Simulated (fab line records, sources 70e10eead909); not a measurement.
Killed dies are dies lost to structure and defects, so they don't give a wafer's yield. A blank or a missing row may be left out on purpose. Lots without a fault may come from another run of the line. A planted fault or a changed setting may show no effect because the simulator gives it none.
Problem report in the 8D (eight disciplines) form, filled by code | flow nand_harc | the parts of the form that need people (team, actions taken, sign-off) are left out

1. THE PROBLEM
killed_at_other at NHARC_END_SORT_01 reads a mean of 49.7 on 6 wafers of 2 lots; wafers without a fault read 0.8 with a standard deviation of 1. That is +49 standard deviations from the usual mean.
First seen on wafer L851.1, day 21 08:42, on prober-02. The record holds 15 wafers of 5 lots with a number at this step. Rule for "out", or "out of limits": more than 4 standard deviations from the usual mean. The other wafers with a number count as sound.

2. WHAT IT IS AND WHAT IT IS NOT
question                    | is                              | is not
which readings at this step | killed_at_other, sort_bin_3_pct | killed_at_array, killed_at_periphery, killed_open, killed_short
which lots                  | L851, L857                      | L850, L858, L867
which wafers of those lots  | all that have a number          | -
read on which gauges        | prober-02                       | prober-01
when                        | from day 21 08:42               | up to then (3 sound wafers); but 6 sound wafers of L858, L867 came after

3. SUSPECTS, AND WHAT RULES EACH OUT
Counting: a tool at a process step up to the reading stays a suspect if it ran every lot that is out and no sound lot after the first of them.
- the gauge at NHARC_END_SORT_01: kept. All the wafers that are out were read on prober-02, and no step on other tools shows them out.
- pvd_sputter-01 at NHARC_THIN_TSV_PRE_CLEAN_50 (time 30 s): kept. It ran every lot that is out, first L851 (day 20 10:32), and no sound lot after that.
Left after counting: pvd_sputter-01 at NHARC_THIN_TSV_PRE_CLEAN_50, prober-02 at NHARC_END_SORT_01.

4. THE CAUSE (what the simulator had put in)
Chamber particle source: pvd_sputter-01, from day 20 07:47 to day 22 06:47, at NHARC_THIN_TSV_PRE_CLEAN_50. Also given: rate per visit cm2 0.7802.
Counting left 2 suspects, and this tool is among them.

5. THE CHAIN OF EFFECTS, in route order
Each row: a reading whose mean over the struck wafers that have a number lies more than 3 standard deviations from the usual. Only readings for which the record gives a usual standard deviation are gone through. hours: the time from each lot's start at the first step in this table that gives one to its start at this step, as a median over the lots. sigmas: the change in usual standard deviations.
hours | step              | reading              | usual  | on struck wafers | change | sigmas
0     | NHARC_END_SORT_01 | defect_limited_yield | 95.7 % | 89.1             | -6.6   | -4.4
0     | NHARC_END_SORT_01 | killed_at_other      | 0.8    | 49.7             | +48.9  | +49
0     | NHARC_END_SORT_01 | killed_dies          | 29     | 74               | +45    | +4.5
0     | NHARC_END_SORT_01 | sort_bin_2_pct       | 1.3 %  | 4.4              | +3.1   | +5.8
0     | NHARC_END_SORT_01 | sort_bin_3_pct       | 0.23 % | 2.31             | +2.08  | +10
0     | NHARC_END_SORT_01 | sort_n_pass          | 648    | 603              | -45    | -4.5
0     | NHARC_END_SORT_01 | sort_yield_pct       | 95.7 % | 89.1             | -6.6   | -4.4

6. WHAT WOULD HAVE CAUGHT IT SOONER
In this record the first reading out of limits at a measuring or inspecting step was taken at day 21 08:42, 25 hours after the fault began at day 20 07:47.
Of the tool readings at NHARC_THIN_TSV_PRE_CLEAN_50 for which the record gives a usual standard deviation, none was out on any struck wafer, so an alarm limit of 4 standard deviations on them would not have fired.
Of the lots that are out (2), L857 began NHARC_THIN_TSV_PRE_CLEAN_50 on pvd_sputter-01 after day 21 08:42. A hold on the tool at that time would have spared it.
